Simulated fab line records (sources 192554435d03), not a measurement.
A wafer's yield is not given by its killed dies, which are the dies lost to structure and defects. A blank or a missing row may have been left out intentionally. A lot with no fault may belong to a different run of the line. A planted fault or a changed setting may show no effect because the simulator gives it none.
Problem report in the 8D (eight disciplines) form, filled by code	flow n5 finfet	the parts of the form that need people (team, actions taken, sign-off) are left out

1. WHAT WENT WRONG
N5_BEOL_M14_EXPOSE_07, exposure dose mJ cm2: mean 57.26 over 1 wafer from 1 lot; wafers with no fault: 56.97, standard deviation 0.069. Relative to the usual mean, that is a shift of +4.2 standard deviations.
The step: exposes mask V13.
Seen first at day 13 07:01 on krf scanner-01, wafer L726.1. Wafers with a number at this step in the record: 32, from 13 lots. By rule, "out" or "out of limits" means more than 4 standard deviations away from the usual mean. Any other wafer with a number is counted as sound.

2. WHAT IT IS AND WHAT IT IS NOT
question	is	is not
which readings at this step	exposure dose mJ cm2	-
which lots	L726	L720, L722, L723, L735, L736, L737, L738, L739, L740, L741, L742, L743
which wafers of those lots	all that have a number	-
read on which tools	krf scanner-01	krf scanner-02
when	from day 13 07:01	up to then (9 sound wafers); but 22 sound wafers of L735, L736, L737, L738, L739, L740, L741, L742, L743 came after

3. SUSPECTS, AND WHAT RULES EACH OUT
Counting: a tool at a process step up to the reading stays a suspect if it ran every lot that is out and no sound lot after the first of them.
- pvd sputter-01 at N5_BEOL_M13_PRE_CLEAN_42 (time 30 s): ruled out as a lasting fault. Sound lots L736, L739, L738, L740 ran on it after its first lot that is out, L726 (day 13 05:15).
- pvd sputter-01 at N5_BEOL_M13_SPUTTER_44 (material Ta, target thk 10 nm, time 16.13 s): ruled out as a lasting fault. Sound lots L736, L739, L738, L740 ran on it after its first lot that is out, L726 (day 13 05:23).
- pecvd-01 at N5_BEOL_M14_ILD_DEP_00 (deposits SiO2 from TEOS/O2, target thk 1119.3 nm, time 237.4 s): ruled out as a lasting fault. Sound lots L742, L743 ran on it after its first lot that is out, L726 (day 13 06:42).
- krf scanner-01 at N5_BEOL_M14_EXPOSE_07 (exposes mask V13): ruled out as a lasting fault. Sound lots L737, L735, L739, L740, L741 ran on it after its first lot that is out, L726 (day 13 07:01).
Left after counting: nothing in the record.

4. THE CAUSE (what the simulator had put in)
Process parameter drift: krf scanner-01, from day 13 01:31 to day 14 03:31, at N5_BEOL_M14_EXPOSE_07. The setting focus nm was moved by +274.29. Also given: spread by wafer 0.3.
Counting ruled it out, wrongly.

5. THE EFFECT CHAIN, in route order
Each row: a reading whose mean over the struck wafers that have a number lies more than 3 standard deviations from the usual. Only readings whose record carries a usual standard deviation are examined. hours: median over the lots of the time between each lot's start at the first step of this table that gives one and its start at this step. sigmas: the change, counted in usual standard deviations.
hours	step	reading	usual	on struck wafers	change	sigmas
0	N5_BEOL_M14_EXPOSE_07	exposure dose mJ cm2	56.97	57.26	+0.29	+4.2
Here are the process steps it includes:
- N5_BEOL_M14_EXPOSE_07: exposes mask V13.

6. WHAT WOULD HAVE CAUGHT IT SOONER
In this record the first reading out of limits was taken at day 13 07:01, 6 hours after the fault began at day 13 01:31.
